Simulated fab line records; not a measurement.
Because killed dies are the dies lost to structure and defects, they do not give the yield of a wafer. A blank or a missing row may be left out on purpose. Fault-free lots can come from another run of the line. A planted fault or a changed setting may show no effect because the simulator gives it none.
The tool behind it: which one? + flow nand-harc + Sampling: 13 lots, 39 wafers, 4 of 1302 route steps

## WHAT THE GAUGES SHOWED, per wafer
NHARC_P_GATE_CD_MEAS_33.
| lot  | measured     | on        | cd-nm (nm)        |
|------|--------------|-----------|-------------------|
| L865 | day 5 10:35  | cd-sem-01 | 122.8 121.7 120.8 |
| L866 | day 5 16:38  | cd-sem-02 | 118.9 120.5 120.5 |
| L868 | day 6 17:20  | cd-sem-03 | 122.4 122.9 121.7 |
| L869 | day 7 00:36  | cd-sem-02 | 120.0 120.6 118.6 |
| L870 | day 7 11:22  | cd-sem-01 | 116.0 119.5 120.6 |
| L873 | day 9 01:51  | cd-sem-02 | 122.0 117.2 119.0 |
| L874 | day 9 02:30  | cd-sem-03 | 119.3 120.8 118.5 |
| L875 | day 9 16:50  | cd-sem-02 | 116.5 118.0 115.6 |
| L879 | day 11 04:38 | cd-sem-03 | 119.3 120.3 117.2 |
| L884 | day 13 15:44 | cd-sem-03 | 122.1 119.4 120.5 |
| L885 | day 14 02:08 | cd-sem-01 | 117.8 118.8 120.6 |
| L887 | day 14 10:48 | cd-sem-02 | 122.2 119.7 119.6 |
| L886 | day 14 11:25 | cd-sem-01 | 122.5 120.4 119.3 |

NHARC_P_GATE_CD_MEAS_46: the cd target is 720 nm.
| lot  | measured     | on        | cd-nm (nm)        |
|------|--------------|-----------|-------------------|
| L865 | day 5 21:29  | cd-sem-03 | 719.6 718.0 719.1 |
| L866 | day 6 03:36  | cd-sem-03 | 721.1 721.7 722.5 |
| L868 | day 7 04:23  | cd-sem-02 | 720.4 720.4 719.9 |
| L869 | day 7 11:25  | cd-sem-03 | 718.9 719.0 719.1 |
| L870 | day 7 22:18  | cd-sem-02 | 718.9 719.4 719.7 |
| L873 | day 9 12:44  | cd-sem-03 | 719.4 719.4 719.6 |
| L874 | day 9 13:26  | cd-sem-02 | 721.5 719.9 721.4 |
| L875 | day 10 03:43 | cd-sem-03 | - - -             |
| L879 | day 11 15:35 | cd-sem-02 | 721.2 721.1 720.3 |
| L884 | day 14 02:43 | cd-sem-01 | 720.5 723.1 722.0 |
| L885 | day 14 12:59 | cd-sem-03 | 719.7 721.6 721.0 |
| L887 | day 14 21:49 | cd-sem-01 | 718.4 721.5 719.2 |
| L886 | day 14 22:23 | cd-sem-03 | 719.3 719.4 719.5 |

## EACH LOT AND THE TOOL THAT RAN IT (in order: tool; ch and the chambers of the sampled wafers; start)
| lot  | NHARC_P_GATE_DEP_103            | NHARC_P_GATE_EXPOSE_43            |
|------|---------------------------------|-----------------------------------|
| L865 | pecvd-02 ch 0,1,2, day 5 08:53  | krf-scanner-04 ch 0, day 5 21:20  |
| L866 | pecvd-04 ch 0,1,2, day 5 15:01  | krf-scanner-01 ch 0, day 6 03:27  |
| L868 | pecvd-04 ch 0,2, day 6 15:40    | krf-scanner-01 ch 0, day 7 04:14  |
| L869 | pecvd-04 ch 0,2, day 6 23:00    | krf-scanner-01 ch 0, day 7 11:15  |
| L870 | pecvd-04 ch 0,1,2, day 7 09:44  | krf-scanner-02 ch 0, day 7 22:09  |
| L873 | pecvd-04 ch 0,1,2, day 9 00:15  | krf-scanner-01 ch 0, day 9 12:35  |
| L874 | pecvd-02 ch 1,2, day 9 00:52    | krf-scanner-04 ch 0, day 9 13:17  |
| L875 | pecvd-03 ch 0,1,2, day 9 15:08  | krf-scanner-04 ch 0, day 10 03:33 |
| L879 | pecvd-03 ch 1,2, day 11 02:57   | krf-scanner-01 ch 0, day 11 15:26 |
| L884 | pecvd-04 ch 0,1, day 13 14:04   | krf-scanner-04 ch 0, day 14 02:34 |
| L885 | pecvd-04 ch 0,2, day 14 00:20   | krf-scanner-01 ch 0, day 14 12:50 |
| L887 | pecvd-02 ch 0,1, day 14 09:08   | krf-scanner-02 ch 0, day 14 21:40 |
| L886 | pecvd-04 ch 0,1,2, day 14 09:47 | krf-scanner-04 ch 0, day 14 22:13 |
- NHARC_P_GATE_DEP_103: deposits SiON, target thk 30 nm.
- NHARC_P_GATE_EXPOSE_43: exposes mask P NSD, target cd 720 nm.

## AS READ BY THE TOOLS THEMSELVES (means over the sampled wafers that have a number; for cases with no such wafer, the mark the record gives instead)
NHARC_P_GATE_DEP_103.
| lot  | tool     | heater-power-w (W) |
|------|----------|--------------------|
| L865 | pecvd-02 | 756                |
| L866 | pecvd-04 | 749                |
| L868 | pecvd-04 | 828                |
| L869 | pecvd-04 | 804                |
| L870 | pecvd-04 | 768                |
| L873 | pecvd-04 | 797                |
| L874 | pecvd-02 | 712                |
| L875 | pecvd-03 | 813                |
| L879 | pecvd-03 | 807                |
| L884 | pecvd-04 | 661                |
| L885 | pecvd-04 | 804                |
| L887 | pecvd-02 | 658                |
| L886 | pecvd-04 | 773                |

NHARC_P_GATE_EXPOSE_43.
| lot  | tool           | exposure-dose-mJ-cm2 | focus-offset-nm (nm) |
|------|----------------|----------------------|----------------------|
| L865 | krf-scanner-04 | 14.806               | -0.0                 |
| L866 | krf-scanner-01 | 14.804               | 0.0                  |
| L868 | krf-scanner-01 | 14.832               | 0.2                  |
| L869 | krf-scanner-01 | 14.819               | 0.6                  |
| L870 | krf-scanner-02 | 14.794               | 0.7                  |
| L873 | krf-scanner-01 | 14.801               | 0.3                  |
| L874 | krf-scanner-04 | 14.824               | -0.4                 |
| L875 | krf-scanner-04 | 14.793               | 0.0                  |
| L879 | krf-scanner-01 | 14.800               | -0.8                 |
| L884 | krf-scanner-04 | 14.779               | -0.6                 |
| L885 | krf-scanner-01 | 14.788               | 0.1                  |
| L887 | krf-scanner-02 | 14.820               | -0.0                 |
| L886 | krf-scanner-04 | 14.825               | -0.1                 |

## THE ANSWER, worked out from the rows above alone
Rule: the lots themselves supply what counts as usual. Put in order of their means at a reading, lots are off if they are a third of the lots or fewer, leave a main group of 4 or more, and stand apart from it by a gap of 3 or more times the standard deviation of the main group's means; of several such gaps the widest counts. The tables above print the reading to a certain number of digits; a main group whose means all agree to those digits is not used. A lot without any number at a reading at which 4 lots or more have one is off too. Any other lot the step has rows for is counted as sound. Order of review: gauges by route order, followed by the tools' own readings, for which a lot's mean as printed above is used. At the first step where some lot is off, the reading lying furthest off is the one used; lots without a number count as furthest.
Off, at NHARC_P_GATE_CD_MEAS_46 on cd-nm: L875. Without a number there: L875. The main group has a mean of 720.2 nm with a standard deviation of 0.99.
If a tool, at a process step before that reading, ran all the lots that are off and no sound lot after the first of them, it fits. The gauges at NHARC_P_GATE_CD_MEAS_46 are tried like those tools. Not one of the candidates tried fits.

## WHAT WAS PUT IN BY THE SIMULATOR
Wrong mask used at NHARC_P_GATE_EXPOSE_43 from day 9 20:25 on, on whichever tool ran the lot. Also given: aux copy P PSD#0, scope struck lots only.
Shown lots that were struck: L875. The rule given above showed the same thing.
